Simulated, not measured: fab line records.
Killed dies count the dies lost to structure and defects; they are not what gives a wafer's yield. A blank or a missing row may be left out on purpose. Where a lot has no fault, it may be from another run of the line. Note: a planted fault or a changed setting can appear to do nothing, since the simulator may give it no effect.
Matching of chambers || flow n5 finfet || N5_BEOL_M14_ETCH_68 on rie diel-04: 4 sister chambers
The step etches SOC in N2/H2, time 450 s. 4 wafers are shown with their chamber, then 10 later ones without.

WAFERS WITH THEIR CHAMBER
{"wafer": "L088.1", "chamber": 3, "showerhead plenum p Torr (Torr)": 2.69}
{"wafer": "L088.6", "chamber": 0, "showerhead plenum p Torr (Torr)": 2.46}
{"wafer": "L090.1", "chamber": 1, "showerhead plenum p Torr (Torr)": 2.68}
{"wafer": "L090.5", "chamber": 2, "showerhead plenum p Torr (Torr)": 2.53}

WAFERS WITHOUT THEIR CHAMBER
{"wafer": "L090.6", "showerhead plenum p Torr (Torr)": 2.68}
{"wafer": "L091.2", "showerhead plenum p Torr (Torr)": 2.46}
{"wafer": "L091.3", "showerhead plenum p Torr (Torr)": 2.68}
{"wafer": "L091.4", "showerhead plenum p Torr (Torr)": 2.53}
{"wafer": "L093.2", "showerhead plenum p Torr (Torr)": 2.46}
{"wafer": "L093.3", "showerhead plenum p Torr (Torr)": 2.68}
{"wafer": "L093.4", "showerhead plenum p Torr (Torr)": 2.68}
{"wafer": "L097.1", "showerhead plenum p Torr (Torr)": 2.68}
{"wafer": "L097.2", "showerhead plenum p Torr (Torr)": 2.52}
{"wafer": "L097.5", "showerhead plenum p Torr (Torr)": 2.45}

WHICH CHAMBER EACH WENT THROUGH
{"wafer": "L090.6", "from the rows above": 1, "in truth": 1}
{"wafer": "L091.2", "from the rows above": 0, "in truth": 0}
{"wafer": "L091.3", "from the rows above": 1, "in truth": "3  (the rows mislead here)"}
{"wafer": "L091.4", "from the rows above": 2, "in truth": 2}
{"wafer": "L093.2", "from the rows above": 0, "in truth": 0}
{"wafer": "L093.3", "from the rows above": 1, "in truth": 1}
{"wafer": "L093.4", "from the rows above": 1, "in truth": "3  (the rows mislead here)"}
{"wafer": "L097.1", "from the rows above": 1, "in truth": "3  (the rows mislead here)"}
{"wafer": "L097.2", "from the rows above": 2, "in truth": 2}
{"wafer": "L097.5", "from the rows above": 0, "in truth": 0}
Placed correctly: 7 of 10. Can't be placed from these rows: 0. Wrongly placed: 3.
How it was worked out, from the rows above alone: a wafer's distance from a chamber is the root of the sum, over the readings, of the square of ((its reading less the chamber's mean) divided by the reading's scatter). If the next closest chamber is less than 2 further off than the closest, the wafer can't be placed; otherwise it belongs to the closest. A chamber's mean is the mean of its shown wafers. The scatter (one wafer shown for each chamber): square how far every hidden wafer sits from the nearest shown wafer, average those squares and take the square root.
